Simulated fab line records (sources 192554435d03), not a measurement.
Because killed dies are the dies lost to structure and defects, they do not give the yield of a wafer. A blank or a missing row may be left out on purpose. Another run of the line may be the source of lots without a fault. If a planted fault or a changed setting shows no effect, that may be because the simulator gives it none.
Split-lot study + flow n5Finfet + on a route of 1938 steps: 7 lots, 21 wafers read

## THE SPLIT
At N5_BEOL_M4_COAT_62 (time 60 s, resist thk 12 nm), the setting spinRpm was moved away from the recipe's 1500 rpm on 6 of the 21 wafers read, by -4.1% to +10.0%. The other wafers ran this setting at the recipe's value.

## FROM THE SPLIT TO THE READING: what the file shows between them, 4 steps
- N5_BEOL_M4_COAT_73: time 60 s, resist thk 5 nm
- N5_BEOL_M4_COAT_05: resist thk 30 nm
- N5_BEOL_M4_DESCUM_16: chemistry O2, time 7 s
- N5_BEOL_M4_ETCH_74: etches underlayer in N2/H2, target depth 6.5 nm, time 5.2 s

## THE READING
etch.depthNm (the simulator's own value, which no gauge read), in nm, at N5_BEOL_M4_ETCH_63 (etches SiARC in CF4, target depth 15.6 nm, time 26 s). No usual value for it is given in the file. Average 12.02 nm, standard deviation 0.049 nm, over the 15 wafers here run with the recipe.

| wafer  | tool, chamber at the split | spinRpm as run, rpm | against the recipe | etch.depthNm, nm | against lot-mates on the recipe |
|--------|----------------------------|---------------------|--------------------|------------------|---------------------------------|
| L083.1 | lithoTrack-02, 0           | 1450                | -3.3%              | 12.2             | +0.18                           |
| L083.2 | lithoTrack-02, 0           | 1450                | -3.3%              | 12.19            | +0.17                           |
| L083.5 | lithoTrack-02, 0           | 1500                | recipe             | 12.02            | -                               |
| L082.2 | lithoTrack-05, 0           | 1500                | recipe             | 12.05            | -                               |
| L082.3 | lithoTrack-05, 0           | 1500                | recipe             | 11.98            | -                               |
| L082.4 | lithoTrack-05, 0           | 1438                | -4.1%              | 12.27            | +0.25                           |
| L085.1 | lithoTrack-05, 0           | 1645                | +9.7%              | 11.46            | -0.54                           |
| L085.2 | lithoTrack-05, 0           | 1645                | +9.7%              | 11.46            | -0.54                           |
| L085.4 | lithoTrack-05, 0           | 1500                | recipe             | 12               | -                               |
| L089.3 | lithoTrack-04, 0           | 1650                | +10.0%             | 11.49            | -0.58                           |
| L089.4 | lithoTrack-04, 0           | 1500                | recipe             | 12.06            | -                               |
| L089.5 | lithoTrack-04, 0           | 1500                | recipe             | 12.09            | -                               |
| L092.3 | lithoTrack-05, 0           | 1500                | recipe             | 12.01            | -                               |
| L092.4 | lithoTrack-05, 0           | 1500                | recipe             | 12.02            | -                               |
| L092.6 | lithoTrack-05, 0           | 1500                | recipe             | 12.03            | -                               |
| L094.3 | lithoTrack-02, 0           | 1500                | recipe             | 11.95            | -                               |
| L094.4 | lithoTrack-02, 0           | 1500                | recipe             | 11.92            | -                               |
| L094.5 | lithoTrack-02, 0           | 1500                | recipe             | 11.99            | -                               |
| L093.1 | lithoTrack-04, 0           | 1500                | recipe             | 12.07            | -                               |
| L093.2 | lithoTrack-04, 0           | 1500                | recipe             | 12.11            | -                               |
| L093.4 | lithoTrack-04, 0           | 1500                | recipe             | 12.05            | -                               |

FIT RESULTS
A straight line over all 21 wafers: etch.depthNm changes by -0.0563 nm for each +1% of spinRpm; r = -0.98; the points scatter about the line by 0.045 nm.
The same after taking each lot's own level away (the mean of its wafers on the recipe; 21 wafers): -0.0567 nm for each +1%; r = -1.00; scatter 0.021 nm.
That fit puts the effect of the largest move of spinRpm on the reading at 0.57 nm.
Across the lots, their own levels run from 11.953 to 12.077 nm, a range of 2.5 times the standard deviation given above.
Hence the lot-to-lot level has little effect on the slope; both slopes agree.
Check: -0.56 nm against its lot-mates is what the line predicts for one of the wafers moved furthest among these (+10.0%) when that wafer is left out of the fit. Against them it came out at -0.585 nm.

## THESE WAFERS: OTHER SPLITS
Other splits were also applied to these wafers ahead of the reading. Each is held against what the fit with the lots' levels taken away leaves over:
| other split on the same wafers | wafers away from the commonest value | r with etch.depthNm (lot level and that fit taken away) |
|--------------------------------|--------------------------------------|---------------------------------------------------------|
| N5_BEOL_M1_COAT_73 tempC       | 5                                    | -0.09                                                   |
| N5_BEOL_M2_ILD_DEP_00 timeS    | 9                                    | -0.17                                                   |
| N5_BEOL_M2_DESCUM_33 timeS     | 3                                    | -0.14                                                   |
| N5_BEOL_M3_COAT_67 spinRpm     | 10                                   | -0.02                                                   |
| N5_BEOL_M3_COAT_68 spinRpm     | 4                                    | -0.30                                                   |

## THE WHOLE CHAIN: every reading that the file lists as answering this split, in the file's order
| step               | what it does                                         | reading                                                                         | change (the file's fit)                | r (the file's) |
|--------------------|------------------------------------------------------|---------------------------------------------------------------------------------|----------------------------------------|----------------|
| N5_BEOL_M4_COAT_62 | time 60 s, resist thk 12 nm                          | SiARC_of_BEOL_M4_COAT_62.thkNm (the simulator's own value, which no gauge read) | -0.06 nm for each +1% of the setting   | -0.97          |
| N5_BEOL_M4_ETCH_63 | etches SiARC in CF4, target depth 15.6 nm, time 26 s | etch.depthNm (the simulator's own value, which no gauge read)                   | -0.0578 nm for each +1% of the setting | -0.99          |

## FILE'S OWN FIT
etch.depthNm changes by -0.0578 nm for each +1% of spinRpm, r = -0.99.
